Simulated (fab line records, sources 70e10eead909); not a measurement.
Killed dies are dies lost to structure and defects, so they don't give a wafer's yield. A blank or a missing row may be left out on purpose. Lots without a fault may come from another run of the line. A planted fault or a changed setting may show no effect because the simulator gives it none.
Which tool did it? | flow nand_harc | 12 lots, 35 wafers sampled, at 4 steps of a route of 1302

WHAT THE GAUGES READ, wafer by wafer
The record holds no reading of a measuring or inspecting step that can be judged against a usual standard deviation.

WHICH TOOL RAN EACH LOT (tool, then ch and the chambers of the sampled wafers, then the start)
lot  | NHARC_P_STI_ETCH_31                           | NHARC_P_GATE_HM_OPEN_105                      | NHARC_P_GATE_ETCH_32            | NHARC_P_GATE_STRIP_76
L952 | rie_diel-12 ch 0,1,3, day 5 08:29 or earlier  | rie_diel-07 ch 0,1, day 5 08:29 or earlier    | rie_si-01 ch 0,2,3, day 5 08:29 | plasma_asher-02 ch 0,1, day 5 22:23
L954 | rie_diel-03 ch 0,1,2, day 5 15:01 or earlier  | rie_diel-06 ch 0,1,3, day 5 15:01 or earlier  | rie_si-02 ch 0,1,3, day 5 15:01 | plasma_asher-02 ch 0,1, day 6 07:03
L956 | rie_diel-03 ch 1,2, day 6 18:42 or earlier    | rie_diel-11 ch 2,3, day 6 18:42 or earlier    | rie_si-02 ch 0,1, day 6 18:42   | plasma_asher-02 ch 0,1, day 7 08:37
L959 | rie_diel-01 ch 0,1, day 7 22:51 or earlier    | rie_diel-06 ch 0,2,3, day 7 22:51 or earlier  | rie_si-03 ch 0,2, day 7 22:51   | plasma_asher-02 ch 0,1, day 8 12:50
L961 | rie_diel-01 ch 1,2,3, day 8 21:16 or earlier  | rie_diel-11 ch 0,1,3, day 8 21:16 or earlier  | rie_si-03 ch 0,3, day 8 21:16   | plasma_asher-02 ch 0,1, day 9 11:10
L962 | rie_diel-03 ch 0,1,2, day 9 09:57 or earlier  | rie_diel-11 ch 0,1,2, day 9 09:57 or earlier  | rie_si-02 ch 0,1,2, day 9 09:57 | plasma_asher-02 ch 0, day 9 23:47
L966 | rie_diel-01 ch 0,3, day 11 09:16 or earlier   | rie_diel-11 ch 0,1,2, day 11 09:16 or earlier | rie_si-02 ch 0,3, day 11 09:16  | plasma_asher-01 ch 1, day 11 23:07
L968 | rie_diel-01 ch 0,1, day 11 17:06 or earlier   | rie_diel-07 ch 0,1,2, day 11 17:06 or earlier | rie_si-02 ch 1,2, day 11 17:06  | plasma_asher-01 ch 0,1, day 12 06:40
L969 | rie_diel-03 ch 0,1, day 12 02:54 or earlier   | rie_diel-06 ch 1,3, day 12 02:54 or earlier   | rie_si-02 ch 1,2, day 12 02:54  | plasma_asher-01 ch 0,1, day 12 18:55
L972 | rie_diel-01 ch 2,3, day 13 05:34 or earlier   | rie_diel-07 ch 0,1,2, day 13 05:34 or earlier | rie_si-03 ch 1,2, day 13 05:34  | plasma_asher-02 ch 0,1, day 13 19:25
L973 | rie_diel-03 ch 0,1,2, day 13 17:04 or earlier | rie_diel-07 ch 0,2, day 13 17:04 or earlier   | rie_si-03 ch 0,1, day 13 17:04  | plasma_asher-02 ch 0,1, day 14 07:00
L975 | rie_diel-01 ch 0,1,2, day 14 13:13 or earlier | rie_diel-06 ch 0,1, day 14 13:13 or earlier   | rie_si-03 ch 0,3, day 14 13:13  | plasma_asher-02 ch 0,1, day 15 02:58
- NHARC_P_STI_ETCH_31: etches the open film in CF4/CHF3, target depth 108.9 nm, time 54.5 s.
- NHARC_P_GATE_HM_OPEN_105: chemistry O2/COS, target depth 360 nm.
- NHARC_P_GATE_ETCH_32: etches the open film in HBr/Cl2, target depth 150 nm, time 100.1 s.
- NHARC_P_GATE_STRIP_76: strips in O2.

WHAT THE TOOLS THEMSELVES READ (means of the sampled wafers that have a number; where no wafer has one, the mark that the record gives instead)
NHARC_P_STI_ETCH_31. Usual: drypump_motor_current_A 5.9 A, standard deviation 0.39; oes_product_au 0.949 a.u., standard deviation 0.022; rf_vpp_V 371.3 V, standard deviation 1.9; showerhead_plenum_p_Torr 1.59 Torr, standard deviation 0.051; throttle_valve_pct 16.801 %, standard deviation 0.0084.
lot  | tool        | drypump_motor_current_A (A) | oes_product_au (a.u.) | rf_vpp_V (V) | showerhead_plenum_p_Torr (Torr) | throttle_valve_pct (%) | flag
L952 | rie_diel-12 | 5.6                         | 0.926                 | 371.2        | 1.60                            | 16.803                 |
L954 | rie_diel-03 | 5.7                         | 0.941                 | 373.1        | 1.63                            | 16.794                 |
L956 | rie_diel-03 | 5.7                         | 0.917                 | 372.6        | 1.65                            | 16.792                 |
L959 | rie_diel-01 | 6.1                         | 0.961                 | 369.4        | 1.56                            | 16.795                 |
L961 | rie_diel-01 | 5.9                         | 0.924                 | 370.3        | 1.57                            | 16.802                 |
L962 | rie_diel-03 | 5.8                         | 0.953                 | 371.5        | 1.63                            | 16.804                 |
L966 | rie_diel-01 | 6.1                         | 0.924                 | 369.5        | 1.55                            | 16.800                 |
L968 | rie_diel-01 | 5.9                         | 0.964                 | 370.6        | 1.55                            | 16.803                 |
L969 | rie_diel-03 | 5.7                         | 0.911                 | 372.9        | 1.62                            | 16.797                 |
L972 | rie_diel-01 | 6.1                         | 0.971                 | 370.8        | 1.59                            | 16.804                 |
L973 | rie_diel-03 | 5.7                         | 0.963                 | 373.3        | 1.63                            | 16.811                 |
L975 | rie_diel-01 | 6.1                         | 0.947                 | 370.4        | 1.58                            | 16.800                 |

NHARC_P_GATE_HM_OPEN_105. Usual: drypump_motor_current_A 5.6 A, standard deviation 0.43; o2_flow_sccm 399.7 sccm, standard deviation 1.4; oes_product_au 0.999 a.u., standard deviation 0.0099; rf_vpp_V 467.7 V, standard deviation 3; showerhead_plenum_p_Torr 3.14 Torr, standard deviation 0.14; throttle_valve_pct 28.329 %, standard deviation 0.0089.
lot  | tool        | drypump_motor_current_A (A) | o2_flow_sccm (sccm) | oes_product_au (a.u.) | rf_vpp_V (V) | showerhead_plenum_p_Torr (Torr) | throttle_valve_pct (%) | flag
L952 | rie_diel-07 | 5.4                         | 399.9               | 0.998                 | 465.9        | 3.05                            | 28.333                 |
L954 | rie_diel-06 | 6.0                         | 399.1               | 0.996                 | 469.0        | 3.20                            | 28.330                 |
L956 | rie_diel-11 | 6.0                         | 398.7               | 0.997                 | 466.2        | 3.06                            | 28.323                 |
L959 | rie_diel-06 | 5.6                         | 398.7               | 0.992                 | 470.1        | 3.29                            | 28.334                 |
L961 | rie_diel-11 | 5.5                         | 400.4               | 1.006                 | 469.4        | 3.23                            | 28.331                 |
L962 | rie_diel-11 | 5.8                         | 400.1               | 1.006                 | 468.2        | 3.20                            | 28.336                 |
L966 | rie_diel-11 | 5.8                         | 399.9               | 1.001                 | 469.8        | 3.20                            | 28.328                 |
L968 | rie_diel-07 | 5.4                         | 399.0               | 0.995                 | 465.2        | 3.02                            | 28.318                 |
L969 | rie_diel-06 | 5.8                         | 400.4               | 0.996                 | 466.9        | 3.12                            | 28.334                 |
L972 | rie_diel-07 | 5.4                         | 399.6               | 0.994                 | 465.4        | 3.02                            | 28.326                 |
L973 | rie_diel-07 | 5.5                         | 398.8               | 0.996                 | 464.5        | 2.98                            | 28.324                 |
L975 | rie_diel-06 | 6.0                         | 400.8               | 0.992                 | 468.8        | 3.22                            | 28.339                 |

NHARC_P_GATE_ETCH_32. Usual: drypump_motor_current_A 5.8 A, standard deviation 0.52; oes_product_au 0.999 a.u., standard deviation 0.01; throttle_valve_pct 26.406 %, standard deviation 0.0089.
lot  | tool      | drypump_motor_current_A (A) | oes_product_au (a.u.) | throttle_valve_pct (%) | flag
L952 | rie_si-01 | 5.7                         | 0.998                 | 26.401                 |
L954 | rie_si-02 | 5.5                         | 1.003                 | 26.397                 |
L956 | rie_si-02 | 5.0                         | 0.989                 | 26.401                 |
L959 | rie_si-03 | 6.0                         | 0.991                 | 26.404                 |
L961 | rie_si-03 | 6.0                         | 0.980                 | 26.402                 |
L962 | rie_si-02 | 5.6                         | 0.996                 | 26.402                 |
L966 | rie_si-02 | 5.8                         | 0.994                 | 26.405                 |
L968 | rie_si-02 | 5.8                         | 0.991                 | 26.406                 |
L969 | rie_si-02 | 5.5                         | 0.997                 | 26.409                 |
L972 | rie_si-03 | 6.1                         | 1.000                 | 26.409                 |
L973 | rie_si-03 | 5.7                         | 1.005                 | 26.400                 |
L975 | rie_si-03 | 5.8                         | 0.994                 | 26.402                 |

NHARC_P_GATE_STRIP_76. Usual: drypump_motor_current_A 5.5 A, standard deviation 0.57; heater_power_w 328 W, standard deviation 23.
lot  | tool            | drypump_motor_current_A (A) | heater_power_w (W) | flag
L952 | plasma_asher-02 | 5.0                         | 329                |
L954 | plasma_asher-02 | 5.0                         | 322                |
L956 | plasma_asher-02 | 5.0                         | 325                |
L959 | plasma_asher-02 | 5.0                         | 336                |
L961 | plasma_asher-02 | 5.0                         | 339                |
L962 | plasma_asher-02 | 5.0                         | 313                |
L966 | plasma_asher-01 | 6.3                         | 304                |
L968 | plasma_asher-01 | 6.2                         | 332                |
L969 | plasma_asher-01 | 6.2                         | 323                |
L972 | plasma_asher-02 | 5.0                         | 311                |
L973 | plasma_asher-02 | 5.0                         | 326                |
L975 | plasma_asher-02 | 5.0                         | 307                |

THE ANSWER, worked out from the rows above alone
Rule: a lot is off if the mean of its wafers that have a number lies more than 3 standard deviations from the usual mean. A lot without any number at a reading at which 4 lots or more have one is off too. The other lots that the step has rows for count as sound. The gauges are gone through in route order, then the tools' own readings, and for those a lot's mean is taken as printed above. The first step at which some lot is off is used, and at that step the reading that is off furthest; a lot without a number counts as furthest.
No lot is off at any reading shown: from this, nothing can be told.

WHAT THE SIMULATOR HAD PUT IN
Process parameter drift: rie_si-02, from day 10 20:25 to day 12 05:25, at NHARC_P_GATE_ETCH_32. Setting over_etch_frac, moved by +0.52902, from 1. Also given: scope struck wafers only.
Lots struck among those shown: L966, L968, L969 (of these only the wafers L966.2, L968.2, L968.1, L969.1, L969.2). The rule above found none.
